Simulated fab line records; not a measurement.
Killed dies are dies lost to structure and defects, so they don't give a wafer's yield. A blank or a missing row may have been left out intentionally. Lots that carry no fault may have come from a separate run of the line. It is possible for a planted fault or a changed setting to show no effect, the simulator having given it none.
Which of the tools did it?	flow nand_harc	11 lots, 31 wafers sampled, at 3 steps of a route of 1302

## WHAT THE GAUGES READ, wafer by wafer
NHARC_A_M0_CD_MEAS_09: target cd 80 nm.
lot	measured	on	cd_nm (nm)
L990	day 22 17:22	cd_sem-03	79.5 79.9 80.0
L991	day 23 04:49	cd_sem-02	81.6 81.0 80.1
L989	day 23 06:22	cd_sem-02	80.4 79.4 80.4
L993	day 23 21:06	cd_sem-01	79.9 81.4 79.5
L994	day 24 19:14	cd_sem-01	77.9 79.1 79.0
L995	day 24 21:46	cd_sem-03	79.9 80.0 80.1
L106	day 30 00:44	cd_sem-03	85.3 80.4 85.2 80.5
L105	day 30 02:32	cd_sem-03	84.9 80.6 85.3 80.5
L108	day 30 13:44	cd_sem-02	80.0 81.4 80.3
L109	day 31 02:54	cd_sem-03	80.5 80.1 80.2
L110	day 31 20:49	cd_sem-01	78.8 78.9 80.2

## WHICH TOOL RAN EACH LOT (tool, then ch and the chambers of the sampled wafers, then the start)
lot	NHARC_A_BLC_ALD_23	NHARC_A_M0_PEB_07
L990	ald_metal-04 ch 0,1,2, day 22 15:22	litho_track-01 ch 0, day 22 17:17
L991	ald_metal-02 ch 1,2, day 23 02:47	litho_track-01 ch 0, day 23 04:44
L989	ald_metal-04 ch 1,2, day 23 04:28	litho_track-01 ch 0, day 23 06:17
L993	ald_metal-04 ch 1,2, day 23 19:04	litho_track-01 ch 0, day 23 21:01
L994	ald_metal-01 ch 2,3, day 24 17:20	litho_track-04 ch 0, day 24 19:10
L995	ald_metal-01 ch 2,3, day 24 19:44	litho_track-04 ch 0, day 24 21:41
L106	ald_metal-01 ch 0, day 29 22:41	litho_track-04 ch 0, day 30 00:39
L105	ald_metal-02 ch 0,1, day 30 00:22	litho_track-04 ch 0, day 30 02:27
L108	ald_metal-02 ch 0,2,3, day 30 11:43	litho_track-01 ch 0, day 30 13:40
L109	ald_metal-04 ch 0,2,3, day 31 00:47	litho_track-01 ch 0, day 31 02:49
L110	ald_metal-02 ch 2,3, day 31 18:46	litho_track-06 ch 0, day 31 20:44
- NHARC_A_BLC_ALD_23: deposits TiN, target thk 3 nm, pulse time 1 s, ald cycles 150.
- NHARC_A_M0_PEB_07: peb time 65 s.

## THE ANSWER, worked out from the rows above alone
Rule: what is usual is taken from the lots themselves. The widest of any qualifying gaps counts: lots, ordered by their means at a reading, are off when they make up no more than a third of the lots, leave a main group of 4 or more, and stand apart from it by 3 or more times the standard deviation of that group's means. If all means in a main group match to the digits the tables above print for the reading, that group is not used. A lot without any number at a reading at which 4 lots or more have one is off too. The other lots that the step has rows for count as sound.
Off: L106, L105 (NHARC_A_M0_CD_MEAS_09, cd_nm). The main group: mean 80.0 nm, standard deviation 0.63.
A tool fits if, at a process step before that reading, it ran every lot that is off, and no sound lot after the first of them. The gauges at NHARC_A_M0_CD_MEAS_09 are tried like those tools. One fits: NHARC_A_M0_PEB_07 on litho_track-04. A fault onset in the window from L995 (day 24 21:41, its last sound lot) to L106 (day 30 00:39, its first lot off) fits.

## WHAT THE SIMULATOR PUT IN
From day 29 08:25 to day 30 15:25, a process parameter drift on litho_track-04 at NHARC_A_M0_PEB_07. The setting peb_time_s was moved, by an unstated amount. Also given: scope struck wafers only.
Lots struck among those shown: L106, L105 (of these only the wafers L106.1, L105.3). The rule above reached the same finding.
